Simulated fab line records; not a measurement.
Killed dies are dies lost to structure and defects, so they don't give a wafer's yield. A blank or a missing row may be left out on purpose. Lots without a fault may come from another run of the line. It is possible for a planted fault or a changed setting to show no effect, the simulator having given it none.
fab line records | flow n5Finfet
record: lots: 7 | wafers: 39
route steps=1938 shown PMOS_HMC_CHANNEL_EPI@74 STI_FIN_REVEAL@190 DUMMY_GATE@237 SD_EPI_N@279 HKMG_FIN@448 BEOL_M4@1111
startH: hours from the record's opening day to when the first of the lot's shown wafers began | waitH: hours since the lot's step before | " the same as in the row above | L1.1+2: one row covering several wafers at once | - no value, or no start was given | * or withheld: withheld | < > ~ a bound
route shown NAME@n: NAME is a module with steps in the file, n the number in the route of the first one | usual: mean/standard deviation taken from wafers without a fault | same: alike in all rows | chamber/n: place in a boat | sites: per-site readings | _std_site: standard deviation of those values | _edge_site: inner sites' mean taken away from outer sites' mean | radiusMm: for every site, how far away it sits from the centre of the wafer | mask NAME#n: copy n | behind: the most recent tool/chamber to have shaped the wafer | hold: cause of the lot's hold/its duration in hours/its outcome | device: which transistor (n, p or np) failed to switch | end of line: tests run on the same wafers once the route is complete | for a step that has no rows: nothing shown but its recipe | killed: not the wafer's yield, but the dies lost to structure and defects at the first sort | map: per-die view of a wafer (x killed, . not killed, _ where there is no die)
set.NAME: the setting that was run; set.NAME@STEP: the one run at that earlier step | model.NAME: the simulator's own value behind a step, which no gauge read
lots run with intentionally changed settings; tables by step, rows by wafer
== steps ==
step: N5_PMOS_HMC_CHANNEL_EPI_FIN_RECESS_16
recipe: chemistry: HBr/Cl2 | target: Si | maskMaterial: SiO2 | targetDepthA: 540 | timeS: 18 | pressureMtorr: 10 | icpW: 800 | biasW: 75 | HBr_flow_sccm: 150 | Cl2_flow_sccm: 80
step: N5_STI_FIN_REVEAL_ETCHBACK_08
recipe: chemistry: C4F6/O2 | target: SiO2 | targetDepthA: 305 | timeS: 10.167 | ionEnergyEv: 250 | pressureMtorr: 30 | sourceW: 345 | biasW: 185 | Ar_flow_sccm: 300 | C4F6_flow_sccm: 10 | O2_flow_sccm: 10
step: N5_DUMMY_GATE_ETCH_37
recipe: chemistry: N2/H2 | target: SOC | targetDepthA: 600 | overetchA: 300 | tempC: 40 | ionEnergyEv: 200 | pressureMtorr: 30 | sourceW: 840 | biasW: 150 | n2FlowSccm: 200 | h2FlowSccm: 200
step: N5_DUMMY_GATE_ETCH_31
recipe: chemistry: C4F6/O2 | target: SiO2 | maskMaterial: SOC | targetDepthA: 825 | timeS: 27.5 | ionEnergyEv: 250 | pressureMtorr: 30 | sourceW: 345 | biasW: 185 | Ar_flow_sccm: 300 | C4F6_flow_sccm: 10 | O2_flow_sccm: 10
step: N5_DUMMY_GATE_ETCH_42
recipe: chemistry: CHF3/O2 | target: SiO2 | targetDepthA: 35 | timeS: 31 | ionEnergyEv: 30 | biasW: 12 | pressureMtorr: 30 | sourceW: 600 | Ar_flow_sccm: 200 | CHF3_flow_sccm: 50 | O2_flow_sccm: 5
step: N5_SD_EPI_N_ETCH_16
recipe: chemistry: CHF3/O2 | target: SiO2 | targetDepthA: 50 | maskMaterial: SOC | pressureMtorr: 30 | sourceW: 650 | biasW: 170 | Ar_flow_sccm: 200 | CHF3_flow_sccm: 50 | O2_flow_sccm: 5 | ionEnergyEv: 200
step: N5_HKMG_FIN_NWFM_ALD_20
recipe: material: TiAlC | targetThkA: 20 | tempC: 300 | aldPrecursorFamily: TiCl4 | aldCoReactant: TEA | pulseTimeS: 3 | purgeTimeS: 2 | coReactantPurgeTimeS: 2 | coReactantPulseTimeS: 10 | aldCycles: 7 | pressureTorr: 3
step: N5_BEOL_M4_RC_MEAS_101
usual: CJ_P: 5.84/0.15 | IOFF_N_LONG: 5.5e-05/1.9e-06 | ION_N: 680/13 | ION_P: 466/7.7
lot.wafer | tool      | chamber | startH | waitH | set.timeS@PMOS_HMC_CHANNEL_EPI_FIN_RECESS_16 | set.timeS@STI_FIN_REVEAL_ETCHBACK_08 | set.sourceW@DUMMY_GATE_ETCH_37 | set.targetDepthA@DUMMY_GATE_ETCH_31 | set.biasW@DUMMY_GATE_ETCH_42 | set.targetDepthA@SD_EPI_N_ETCH_16 | set.coReactantPulseTimeS@HKMG_FIN_NWFM_ALD_20 | CJ_P | IOFF_N_LONG[nA/um] | ION_N[uA/um] | ION_P[uA/um]
L074.1    | prober-02 | 0       | 175.95 | 0.0   | 18                                           | 10.167                               | 706.4                          | 765.4                               | 10.78                        | 48.29                             | 10                                            | 5.71 | 5.43e-05           | 679          | 465
L074.2    | "         | 0       | "      | "     | 19.04                                        | 10.167                               | 840                            | 825                                 | 10.78                        | 48.29                             | 10                                            | 5.38 | 5.44e-05           | 673          | 468
L074.3    | "         | 0       | "      | "     | 19.04                                        | 10.72                                | 706.4                          | 825                                 | 12                           | 48.29                             | 8.548                                         | 5.30 | 5.02e-05           | 677          | 481
L074.4    | "         | 0       | "      | "     | 19.04                                        | 10.167                               | 840                            | 765.4                               | 12                           | 50                                | 8.548                                         | 5.36 | 5.13e-05           | 682          | 469
L074.5    | "         | 0       | "      | "     | 18                                           | 10.72                                | 840                            | 825                                 | 10.78                        | 50                                | 8.548                                         | 5.77 | 5.13e-05           | 687          | 473
L074.6    | "         | 0       | "      | "     | 18                                           | 10.72                                | 706.4                          | 765.4                               | 12                           | 50                                | 10                                            | 6.00 | 5.49e-05           | 691          | 477
L080.1    | prober-02 | 0       | 209.74 | 0.0   | 18                                           | 10.167                               | 884.2                          | 825                                 | 12                           | 50                                | 10                                            | 5.59 | 5.47e-05           | 679          | 471
L080.2    | "         | 0       | "      | "     | 18                                           | 9.799                                | 840                            | 720.7                               | 12                           | 50                                | 10                                            | 5.91 | 5.41e-05           | 672          | 464
L080.3    | "         | 0       | "      | "     | 18                                           | 10.167                               | 840                            | 720.7                               | 12                           | 50                                | 10                                            | 5.93 | 5.49e-05           | 676          | 467
L080.4    | "         | 0       | "      | "     | 18                                           | 9.799                                | 884.2                          | 720.7                               | 12                           | 50                                | 10                                            | 5.89 | 5.39e-05           | 657          | 452
L080.5    | "         | 0       | "      | "     | 18                                           | 10.167                               | 840                            | 825                                 | 12                           | 50                                | 10                                            | 5.56 | 5.53e-05           | 673          | 464
L080.6    | "         | 0       | "      | "     | 18                                           | 9.799                                | 884.2                          | 825                                 | 12                           | 50                                | 10                                            | 5.91 | 5.36e-05           | 644          | 450
L084.1    | prober-02 | 0       | 232.34 | 0.0   | 18.54                                        | 10.167                               | 840                            | 825                                 | 12                           | 55.98                             | 11.92                                         | 5.96 | 5.88e-05           | 674          | 468
L084.2    | "         | 0       | "      | "     | 18                                           | 10.167                               | 840                            | 931.3                               | 13.69                        | 50                                | 11.92                                         | 5.86 | 5.87e-05           | 668          | 458
L084.3    | "         | 0       | "      | "     | 18                                           | 10.44                                | 964.9                          | 931.3                               | 13.69                        | 50                                | 10                                            | 5.78 | 5.71e-05           | 699          | 477
L084.4    | "         | 0       | "      | "     | 18.54                                        | 10.44                                | 964.9                          | 825                                 | 13.69                        | 55.98                             | 11.92                                         | 5.51 | 5.84e-05           | 702          | 480
L084.5    | "         | 0       | "      | "     | 18                                           | 10.44                                | 840                            | 825                                 | 12                           | 50                                | 10                                            | 5.96 | 5.64e-05           | 698          | 478
L084.6    | "         | 0       | "      | "     | 18.54                                        | 10.167                               | 964.9                          | 931.3                               | 12                           | 55.98                             | 10                                            | 5.50 | 5.46e-05           | 675          | 469
L090.1    | prober-02 | 0       | 270.93 | 0.0   | 18                                           | 10.167                               | 840                            | 825                                 | 11.42                        | 50                                | 11                                            | 5.73 | 5.46e-05           | 696          | 477
L090.2    | "         | 0       | "      | "     | 18                                           | 9.904                                | 758                            | 825                                 | 12                           | 50                                | 11                                            | 5.88 | 5.4e-05            | 680          | 475
L090.3    | "         | 0       | "      | "     | 17.32                                        | 9.904                                | 758                            | 754.6                               | 11.42                        | 48.09                             | 11                                            | 6.07 | 5.48e-05           | 670          | 458
L090.4    | "         | 0       | "      | "     | 18                                           | 9.904                                | 840                            | 754.6                               | 12                           | 50                                | 10                                            | 5.75 | 5.2e-05            | 678          | 468
L090.5    | "         | 0       | "      | "     | 17.32                                        | 10.167                               | 758                            | 754.6                               | 11.42                        | 48.09                             | 10                                            | 6.16 | 5.19e-05           | 707          | 486
L090.6    | "         | 0       | "      | "     | 17.32                                        | 10.167                               | 840                            | 825                                 | 12                           | 48.09                             | 10                                            | 6.01 | 5.23e-05           | 685          | 470
L094.2    | prober-02 | 0       | 313.11 | 0.2   | 18                                           | 10.167                               | 840                            | 825                                 | 12                           | 50                                | 10                                            | 5.87 | 5.81e-05           | 676          | 462
L094.3    | "         | 0       | "      | "     | 18                                           | 10.167                               | 840                            | 825                                 | 12                           | 50                                | 10                                            | 5.94 | 5.84e-05           | 687          | 465
L094.5    | "         | 0       | "      | "     | 18                                           | 10.167                               | 840                            | 825                                 | 12                           | 50                                | 10                                            | 5.81 | 5.86e-05           | 682          | 470
L095.1    | prober-02 | 0       | 333.14 | 0.0   | 18                                           | 10.167                               | 685.9                          | 825                                 | 12                           | 50                                | 7.97                                          | 6.07 | 5e-05              | 664          | 462
L095.2    | "         | 0       | "      | "     | 18                                           | 9.625                                | 840                            | 825                                 | 10.13                        | 50                                | 10                                            | 5.62 | 5.54e-05           | 660          | 447
L095.3    | "         | 0       | "      | "     | 18.74                                        | 10.167                               | 685.9                          | 825                                 | 12                           | 47.01                             | 10                                            | 5.50 | 5.59e-05           | 662          | 456
L095.4    | "         | 0       | "      | "     | 18                                           | 9.625                                | 840                            | 726.5                               | 12                           | 50                                | 7.97                                          | 6.05 | 5.04e-05           | 674          | 462
L095.5    | "         | 0       | "      | "     | 18.74                                        | 9.625                                | 685.9                          | 726.5                               | 10.13                        | 47.01                             | 10                                            | 5.73 | 5.61e-05           | 662          | 452
L095.6    | "         | 0       | "      | "     | 18.74                                        | 10.167                               | 840                            | 726.5                               | 10.13                        | 47.01                             | 7.97                                          | 5.09 | 5.08e-05           | 674          | 462
L097.1    | prober-02 | 0       | 335.89 | 0.0   | 16.58                                        | 10.167                               | 882.5                          | 825                                 | 10.66                        | 54.57                             | 9.315                                         | 6.39 | 5.45e-05           | 678          | 471
L097.2    | "         | 0       | "      | "     | 18                                           | 10.167                               | 840                            | 825                                 | 10.66                        | 50                                | 10                                            | 5.78 | 5.54e-05           | 675          | 466
L097.3    | "         | 0       | "      | "     | 18                                           | 10.81                                | 882.5                          | 825                                 | 12                           | 54.57                             | 10                                            | 5.61 | 5.61e-05           | 699          | 478
L097.4    | "         | 0       | "      | "     | 16.58                                        | 10.81                                | 882.5                          | 825                                 | 10.66                        | 50                                | 10                                            | 6.38 | 5.67e-05           | 716          | 480
L097.5    | "         | 0       | "      | "     | 18                                           | 10.81                                | 840                            | 825                                 | 12                           | 54.57                             | 9.315                                         | 5.41 | 5.46e-05           | 716          | 488
L097.6    | "         | 0       | "      | "     | 16.58                                        | 10.167                               | 840                            | 825                                 | 12                           | 50                                | 9.315                                         | 6.36 | 5.41e-05           | 687          | 467
== key ==
split: step: N5_PMOS_HMC_CHANNEL_EPI_FIN_RECESS_16 | setting: timeS | statedAs: 18
response: step: N5_BEOL_M4_RC_MEAS_101 | reading: CJ_P | slope: -0.0927 | per: 1% | togetherWith: all | explained: 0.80
split: step: N5_STI_FIN_REVEAL_ETCHBACK_08 | setting: timeS | statedAs: 10.167
response: step: N5_BEOL_M4_RC_MEAS_101 | reading: ION_N | slope: +3.86 | per: 1% | togetherWith: all | explained: 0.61
response: step: N5_BEOL_M4_RC_MEAS_101 | reading: ION_P | slope: +2.15 | per: 1% | togetherWith: all | explained: 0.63
split: step: N5_DUMMY_GATE_ETCH_37 | setting: sourceW | statedAs: 840
response none clear
split: step: N5_DUMMY_GATE_ETCH_31 | setting: targetDepthA | statedAs: 825
response none clear
split: step: N5_DUMMY_GATE_ETCH_42 | setting: biasW | statedAs: 12
response none clear
split: step: N5_SD_EPI_N_ETCH_16 | setting: targetDepthA | statedAs: 50
response none clear
split: step: N5_HKMG_FIN_NWFM_ALD_20 | setting: coReactantPulseTimeS | statedAs: 10
response: step: N5_BEOL_M4_RC_MEAS_101 | reading: IOFF_N_LONG | slope: +2.3e-07 | per: 1% | togetherWith: all | explained: 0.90
